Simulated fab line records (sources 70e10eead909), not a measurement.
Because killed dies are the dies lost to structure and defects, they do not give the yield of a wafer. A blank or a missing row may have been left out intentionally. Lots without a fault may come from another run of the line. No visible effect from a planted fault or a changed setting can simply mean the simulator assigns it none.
fab line records	flow nand-harc
record: lots: 5	wafers: 15	last-day: 32
route steps=1302 shown P_CONTACT@249 P_M0@253
lots untouched by any fault: they come from a run of this same line in which no faults occurred
start-h: hours from the record's first day to the start of the lot's first wafer shown	wait-h: how many hours have passed since the lot's step before this one	" same as the row above	L1.1+2: one row covering several wafers at once	- no value present, or no start provided	* or withheld: withheld	< > ~ a bound
route shown NAME@n: names a module that has steps shown in the file, with the first one's number in the route	usual: average and standard deviation across the fault-free wafers	same: alike in all rows	chamber/n: place in a boat	sites: per-site readings	_std_site: standard deviation of those values	_edge_site: the outer-site mean with the inner-site mean subtracted	radius-mm: for every site, how far away it sits from the centre of the wafer	mask NAME#n: copy n	behind: the tool/chamber that last shaped the wafer	hold: the reason the lot was held/the length of the hold in hours/how it ended	device: whichever transistor did not switch (one of n, p or np)	end of line: the tests these same wafers got at the end of their route	a step with no rows: only its recipe	killed: dies lost to structure and defects at the first sort, not the wafer's yield	map: shows each die of a wafer: x if killed, . if not, _ if none is there
set.NAME: the setting that was run; set.NAME@STEP: the one run at that earlier step	model.NAME: the simulator's own value behind a step, which no gauge read
lots at some steps of the route; a table a step, a row a wafer
services: the hour from which a tool's chamber was out of use, counted from the record's first day as start-h (under 0 if before that day), plus the number of hours and why
== steps ==
step: NHARC_P_CONTACT_CMP_24
recipe: t-overpolish-s: 30	target-thk-nm: 200
usual: motor-current-A: 12.2/1.6	overpolish-run-s: 30.001/0.0079	retaining-ring-pressure-frac: 1.000/0.0049	time-to-endpoint-s: 39/3.3
lot.wafer	tool	chamber	start-h	wait-h	motor-current-A	overpolish-run-s	retaining-ring-pressure-frac	time-to-endpoint-s
L506.2	cmp-04	1	147.47	0.5	13.0	30.006	1.004	32
L506.6	"	1	"	"	12.6	29.996	1.001	33
L506.5	"	2	"	"	10.9	29.988	0.999	38
L508.1	cmp-04	0	170.04	0.6	14.6	30.000	1.000	39
L508.4	"	1	"	"	12.9	30.016	1.003	34
L508.5	"	1	"	"	12.7	29.995	1.000	33
L511.3	cmp-03	1	206.62	0.3	15.9	30.013	0.995	40
L511.2	"	2	"	"	11.8	30.002	1.007	38
L511.5	"	3	"	"	11.0	30.008	0.993	38
L520.2	cmp-01	1	289.45	0.6	14.0	30.018	0.997	38
L520.3	"	0	"	"	10.2	30.001	1.002	38
L520.6	"	2	"	"	9.8	29.989	0.999	46
L523.2	cmp-01	3	326.39	0.5	11.0	30.002	1.000	43
L523.1	"	0	"	"	9.6	29.997	1.007	37
L523.3	"	2	"	"	10.0	30.002	0.999	42
step: NHARC_P_CONTACT_SRD_26
step: NHARC_P_CONTACT_INSPECT_27
usual: raw-defect-count: 305/130
lot.wafer	tool	chamber	start-h	wait-h	raw-defect-count
L506.2	defect-inspect-02	-	147.87	0.1	302
L506.5	"	-	"	"	261
L506.6	"	-	"	"	255
L508.1	defect-inspect-02	-	170.44	0.1	281
L508.4	"	-	"	"	353
L508.5	"	-	"	"	153
L511.2	defect-inspect-02	-	206.97	0.1	336
L511.3	"	-	"	"	261
L511.5	"	-	"	"	855
L520.2	defect-inspect-01	-	289.85	0.1	222
L520.3	"	-	"	"	252
L520.6	"	-	"	"	127
L523.1	defect-inspect-01	-	326.79	0.1	281
L523.2	"	-	"	"	306
L523.3	"	-	"	"	352
step: NHARC_P_M0_DEP_00
recipe: target-thk-a: 1500	target-thk-nm: 150	temp-c: withheld	pressure-torr: 5	flow-sccm: 200	rf-w: 600	material: SiOC
step: NHARC_P_M0_DEHYDRATE_01
recipe: temp-c: 150	time-s: 120
step: NHARC_P_M0_HMDS_02
recipe: time-s: 30
step: NHARC_P_M0_COAT_33
recipe: temp-c: 200	time-s: 65
step: NHARC_P_M0_COAT_03
recipe: spin-rpm: 1500	resist-thk-nm: 90
step: NHARC_P_M0_SOFTBAKE_04
recipe: temp-c: 105	time-s: 55
step: NHARC_P_M0_EBR_05
step: NHARC_P_M0_EXPOSE_06
recipe: na: 1.35	target-cd-nm: 90	dose-mj: 81.28	mask-id: P_M0
step: NHARC_P_M0_PEB_07
recipe: peb-temp-c: 100	peb-time-s: 65
usual: heater-power-total-W: 156.6/0.44	plate-temp-C: 99.99/0.13
lot.wafer	tool	chamber	start-h	wait-h	heater-power-total-W	plate-temp-C
L506.2	litho-track-01	0	148.69	0.1	156.0	99.76
L506.5	"	0	"	"	156.3	100.09
L506.6	"	0	"	"	157.1	99.86
L508.1	litho-track-01	0	171.14	0.1	151.7	97.48
L508.4	"	0	"	"	151.0	97.55
L508.5	"	0	"	"	150.9	97.22
L511.2	litho-track-06	0	207.79	0.1	156.4	99.97
L511.3	"	0	"	"	156.0	100.23
L511.5	"	0	"	"	157.2	100.06
L520.2	litho-track-04	0	290.67	0.1	156.6	99.82
L520.3	"	0	"	"	156.3	99.93
L520.6	"	0	"	"	157.2	100.03
L523.1	litho-track-06	0	327.61	0.1	157.1	100.06
L523.2	"	0	"	"	157.0	100.10
L523.3	"	0	"	"	157.1	99.84
step: NHARC_P_M0_DEVELOP_08
recipe: develop-time-s: 35	dev-temp-c: 23
step: NHARC_P_M0_CD_MEAS_09
recipe: target-cd-nm: 90	landing-energy-ev: 500
usual: cd-nm: 90.1/0.76
same: landing-energy-ev: 500
lot.wafer	tool	chamber	start-h	wait-h	cd-nm
L506.2	cd-sem-03	0	148.77	-	89.8
L506.5	"	0	"	"	89.0
L506.6	"	0	"	"	89.0
L508.1	cd-sem-03	0	171.22	-	80.8
L508.4	"	0	"	"	80.0
L508.5	"	0	"	"	81.1
L511.2	cd-sem-03	0	207.87	-	89.6
L511.3	"	0	"	"	90.0
L511.5	"	0	"	"	89.3
L520.2	cd-sem-01	0	290.75	-	91.1
L520.3	"	0	"	"	90.1
L520.6	"	0	"	"	91.1
L523.1	cd-sem-03	0	327.69	-	90.0
L523.2	"	0	"	"	90.0
L523.3	"	0	"	"	89.3
step: NHARC_P_M0_OVL_MEAS_10
recipe: pitch-nm: 180
usual: overlay-x-nm: 0.1/1.1	overlay-y-nm: -0.5/0.86
lot.wafer	tool	chamber	start-h	wait-h	overlay-x-nm	overlay-y-nm
L506.2	overlay-02	-	148.86	-	0.3	1.9
L506.5	"	-	"	"	0.5	1.4
L506.6	"	-	"	"	0.1	1.1
L508.1	overlay-02	-	171.31	-	-0.4	-0.6
L508.4	"	-	"	"	-0.3	-0.9
L508.5	"	-	"	"	0.8	-1.4
L511.2	overlay-01	-	207.96	-	1.7	-2.5
L511.3	"	-	"	"	2.1	-2.5
L511.5	"	-	"	"	1.6	-2.2
L520.2	overlay-01	-	290.84	-	-0.6	-1.3
L520.3	"	-	"	"	-0.7	-1.9
L520.6	"	-	"	"	-0.9	-1.5
L523.1	overlay-01	-	327.78	-	0.6	0.2
L523.2	"	-	"	"	0.8	0.5
L523.3	"	-	"	"	0.8	-0.5
step: NHARC_P_M0_INSPECT_11
usual: raw-defect-count: 4/3.1
lot.wafer	tool	chamber	start-h	wait-h	raw-defect-count
L506.2	defect-inspect-01	-	148.89	0.0	2
L506.5	"	-	"	"	3
L506.6	"	-	"	"	1
L508.1	defect-inspect-01	-	171.35	0.0	2
L508.4	"	-	"	"	3
L508.5	"	-	"	"	2
L511.2	defect-inspect-02	-	208.00	0.0	7
L511.3	"	-	"	"	0
L511.5	"	-	"	"	4
L520.2	defect-inspect-02	-	290.88	0.0	3
L520.3	"	-	"	"	1
L520.6	"	-	"	"	2
L523.1	defect-inspect-02	-	327.82	0.0	1
L523.2	"	-	"	"	3
L523.3	"	-	"	"	1
step: NHARC_P_M0_DESCUM_14
recipe: time-s: 3	o2-flow-sccm: 200	ar-flow-sccm: 0	bias-power-w: 0	chemistry: O2
usual: drypump-motor-current-A: 5.8/0.46	oes-product-au: 0.996/0.014	rf-vpp-V: 57.7/0.95	showerhead-plenum-p-Torr: 1.88/0.058	throttle-valve-pct: 11.311/0.009
lot.wafer	tool	chamber	start-h	wait-h	drypump-motor-current-A	oes-product-au	rf-hours-counter-h	rf-vpp-V	showerhead-plenum-p-Torr	throttle-valve-pct	model.P_M0.cd-nm
L506.2	rie-diel-07	3	148.95	0.1	6.1	0.976	7	57.9	1.80	11.305	90.27
L506.6	"	0	"	"	6.6	0.987	-	56.0	1.85	11.325	89.52
L506.5	"	1	"	"	5.5	1.004	-	57.5	1.92	11.300	88.34
L508.1	rie-diel-04	3	171.42	0.1	5.4	1.011	60	58.1	1.83	11.305	80.61
L508.4	"	0	"	"	6.0	0.999	51	57.7	1.96	11.312	78.77
L508.5	"	3	"	"	5.4	0.993	-	56.7	1.83	11.310	80.74
L511.2	rie-diel-07	1	208.06	0.1	5.6	0.999	17	57.2	1.92	11.312	89.05
L511.3	"	3	"	"	6.1	0.986	16	57.2	1.80	11.311	90.21
L511.5	"	3	"	"	6.1	0.991	-	57.3	1.80	11.311	89.08
L520.3	rie-diel-07	2	290.94	0.1	5.9	0.971	24	58.5	1.92	11.303	89.82
L520.2	"	0	"	"	6.6	0.993	32	56.8	1.84	11.319	92.11
L520.6	"	2	"	"	5.9	0.987	-	57.7	1.92	11.299	91.32
L523.3	rie-diel-07	2	327.92	0.1	5.9	0.977	4	58.0	1.91	11.307	89.82
L523.1	"	3	"	"	6.1	0.981	4	57.3	1.79	11.312	89.38
L523.2	"	0	"	"	6.6	0.984	5	58.5	1.84	11.318	91.05
step: NHARC_P_M0_ETCH_34
recipe: target-depth-a: 400	overetch-a: 120	time-s: 43.94	ion-energy-ev: 200	n2-flow-sccm: 150	h2-flow-sccm: 150	ar-flow-sccm: 0	rf-w: 400	bias-w: 150	chemistry: N2/H2
usual: drypump-motor-current-A: 5.9/0.46	oes-product-au: 0.997/0.014	rf-fwd-power-W: 394.7/2	rf-vpp-V: 429.5/1.9	showerhead-plenum-p-Torr: 2.00/0.063	throttle-valve-pct: 14.173/0.0084
lot.wafer	tool	chamber	start-h	wait-h	drypump-motor-current-A	oes-product-au	rf-fwd-power-W	rf-hours-counter-h	rf-vpp-V	showerhead-plenum-p-Torr	throttle-valve-pct
L506.2	rie-diel-07	1	149.07	0.1	5.5	1.006	395.7	8	430.0	2.05	14.158
L506.5	"	0	"	"	6.6	0.983	394.7	-	428.9	1.97	14.183
L506.6	"	1	"	"	5.5	1.004	395.5	-	430.2	2.05	14.182
L508.1	rie-diel-04	0	171.49	0.1	6.0	0.994	397.6	51	433.3	2.09	14.177
L508.4	"	1	"	"	5.5	0.997	391.8	54	429.9	2.02	14.166
L508.5	"	0	"	"	6.0	0.992	396.1	-	432.0	2.09	14.173
L511.2	rie-diel-07	0	208.16	0.1	6.6	0.997	395.1	18	427.9	1.97	14.169
L511.3	"	1	"	"	5.5	1.006	394.9	17	429.9	2.04	14.164
L511.5	"	0	"	"	6.5	1.003	394.7	-	428.4	1.97	14.189
L520.3	rie-diel-07	3	291.04	0.1	6.1	0.999	394.8	31	426.4	1.91	14.173
L520.2	"	0	"	"	6.5	0.989	394.4	32	428.8	1.96	14.175
L520.6	"	0	"	"	6.5	0.997	392.9	-	427.4	1.96	14.161
L523.1	rie-diel-07	0	328.00	0.1	6.6	0.988	393.6	5	428.7	1.96	14.164
L523.2	"	1	"	"	5.5	1.008	393.7	5	430.1	2.04	14.193
L523.3	"	2	"	"	6.0	0.977	391.2	4	429.0	2.04	14.182
step: NHARC_P_M0_ETCH_15
recipe: target-depth-a: 1500	overetch-a: 150	time-s: 82.5	c4f8-flow-sccm: withheld	ar-flow-sccm: 400	rf-w: 600	bias-w: 300	chemistry: C4F8/Ar
usual: oes-product-au: 0.954/0.021	rf-fwd-power-W: 595.0/2.2	rf-vpp-V: 439.9/1.9
lot.wafer	tool	chamber	start-h	wait-h	oes-product-au	rf-fwd-power-W	rf-hours-counter-h	rf-vpp-V	model.P_M0.cd-nm
L506.2	rie-diel-07	3	-	-	0.951	598.0	7	438.8	89.62
L506.6	"	3	"	"	0.947	596.9	-	437.2	88.97
L506.5	"	0	"	"	0.939	594.4	-	438.7	88.32
L508.4	rie-diel-04	3	-	-	0.926	597.9	60	438.1	79.12
L508.1	"	0	"	"	0.922	593.8	51	443.7	80.27
L508.5	"	0	"	"	0.910	594.7	-	442.5	80.5
L511.3	rie-diel-07	0	-	-	0.946	595.7	18	438.4	89.9
L511.2	"	3	"	"	0.925	595.4	16	438.6	88.45
L511.5	"	0	"	"	0.952	591.1	-	438.4	88.79
L520.3	rie-diel-07	0	-	-	0.958	596.5	33	439.5	89.15
L520.2	"	2	"	"	0.937	593.6	24	441.0	91.45
L520.6	"	2	"	"	0.934	593.9	-	440.5	90.57
L523.2	rie-diel-07	0	-	-	0.938	592.9	5	439.1	91.22
L523.3	"	1	"	"	0.935	594.1	5	441.0	89.88
L523.1	"	3	"	"	0.940	595.8	4	436.2	88.9
step: NHARC_P_M0_CD_MEAS_16
usual: cd-nm: 90.0/1
lot.wafer	tool	chamber	start-h	wait-h	cd-nm
L506.2	cd-sem-01	-	149.30	-	89.5
L506.5	"	-	"	"	88.3
L506.6	"	-	"	"	88.7
L508.1	cd-sem-01	-	171.71	-	80.3
L508.4	"	-	"	"	79.2
L508.5	"	-	"	"	80.2
L511.2	cd-sem-03	-	208.40	-	88.2
L511.3	"	-	"	"	89.5
L511.5	"	-	"	"	88.5
L520.2	cd-sem-02	-	291.28	-	91.2
L520.3	"	-	"	"	89.0
L520.6	"	-	"	"	90.4
L523.1	cd-sem-03	-	328.21	-	88.7
L523.2	"	-	"	"	91.4
L523.3	"	-	"	"	90.1
step: NHARC_P_M0_STRIP_18
recipe: power-w: 1000	n2-flow-sccm: 150	h2-flow-sccm: 150	ar-flow-sccm: 0	bias-w: 0	chemistry: N2/H2
usual: drypump-motor-current-A: 5.9/0.48	oes-product-au: 0.997/0.015	rf-fwd-power-W: 997/3.1	rf-vpp-V: 90.4/0.88	showerhead-plenum-p-Torr: 2.00/0.063	throttle-valve-pct: 14.170/0.0094
lot.wafer	tool	chamber	start-h	wait-h	drypump-motor-current-A	oes-product-au	rf-fwd-power-W	rf-hours-counter-h	rf-vpp-V	showerhead-plenum-p-Torr	throttle-valve-pct
L506.2	rie-diel-07	3	149.44	0.1	6.1	0.980	992	7	89.0	1.92	14.174
L506.6	"	0	"	"	6.5	0.996	998	-	88.6	1.97	14.160
L506.5	"	1	"	"	5.5	1.004	997	-	88.6	2.05	14.162
L508.1	rie-diel-07	3	171.80	0.1	6.1	0.983	996	11	88.4	1.92	14.169
L508.4	"	2	"	"	6.0	0.986	998	7	90.3	2.05	14.179
L508.5	"	0	"	"	6.6	0.978	998	-	90.3	1.97	14.159
L511.3	rie-diel-07	1	208.47	0.1	5.5	1.012	997	17	91.5	2.04	14.161
L511.2	"	0	"	"	6.6	0.984	995	18	91.2	1.97	14.155
L511.5	"	1	"	"	5.5	1.004	993	-	91.5	2.04	14.137
L520.2	rie-diel-07	3	291.35	0.1	6.1	0.989	999	31	90.2	1.91	14.182
L520.3	"	0	"	"	6.6	0.992	997	33	89.1	1.96	14.173
L520.6	"	2	"	"	5.9	0.967	996	-	90.2	2.04	14.172
L523.3	rie-diel-04	1	328.29	0.1	5.5	1.011	1000	51	90.7	2.00	14.160
L523.1	"	2	"	"	5.2	1.010	998	47	91.4	2.05	14.175
L523.2	"	3	"	"	5.3	1.032	1001	50	90.0	1.93	14.164
== services ==
tool	chamber	start-h	hours	kind
rie-diel-07	2	128.31	4.4	repair
rie-diel-07	2	141.95	7.5	repair
rie-diel-04	0	145.55	14.1	repair
litho-track-01	-	155.00	7.0	pm
rie-diel-04	3	175.03	9.7	repair
litho-track-06	-	179.00	7.0	pm
rie-diel-04	-	179.29	9.0	pm
cmp-04	-	184.92	1.4	repair
cmp-01	-	185.64	4.0	pm
cmp-01	-	201.67	2.5	repair
cmp-04	-	204.59	2.1	repair
rie-diel-07	2	207.97	4.9	repair
cmp-01	-	208.03	2.3	repair
cmp-04	-	209.00	4.0	pm
cmp-01	-	251.69	4.4	repair
rie-diel-04	2	277.55	2.0	repair
cmp-01	-	283.64	4.0	pm
rie-diel-07	1	286.07	9.1	repair
cmp-04	-	287.82	2.2	repair
rie-diel-04	2	290.37	3.8	repair
rie-diel-07	-	294.20	9.0	pm
rie-diel-04	0	302.82	6.2	repair
cmp-04	-	304.13	9.1	repair
cmp-01	-	310.13	2.1	repair
== key ==
first-sign: step: NHARC_P_M0_PEB_07	reading: plate-temp-C	direction: down	sigmas: 20	usual: *	struck: *
effect: step: NHARC_P_M0_PEB_07	reading: heater-power-total-W	direction: down	sigmas: 12	usual: *	struck: *
effect: step: NHARC_P_M0_CD_MEAS_09	reading: cd-nm	direction: down	sigmas: 12	usual: 90.1	struck: 80.6
effect: step: NHARC_P_M0_CD_MEAS_16	reading: cd-nm	direction: down	sigmas: 9.9	usual: 90.0	struck: 79.9
model-effect: step: NHARC_P_M0_DESCUM_14	value: P_M0.cd-nm	without: 89.79	struck: 80.04
model-effect: step: NHARC_P_M0_ETCH_15	value: P_M0.cd-nm	without: 89.72	struck: 79.97
met-at NHARC_P_M0_PEB_07
struck-wafers L508.1,L508.4,L508.5
rows-end L508.1,L508.4,L508.5
onset-between 148.69 171.14
fault: kind: process-parameter-drift	tool: litho-track-01	chamber: -	onset-h: 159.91	steps: NHARC_P_M0_PEB_07	channel: peb-temp-c	offset: *	shape: step	acts-in: *	stated: *
rows-end: these wafers met a further fault down the route, and their rows from its step on are left out
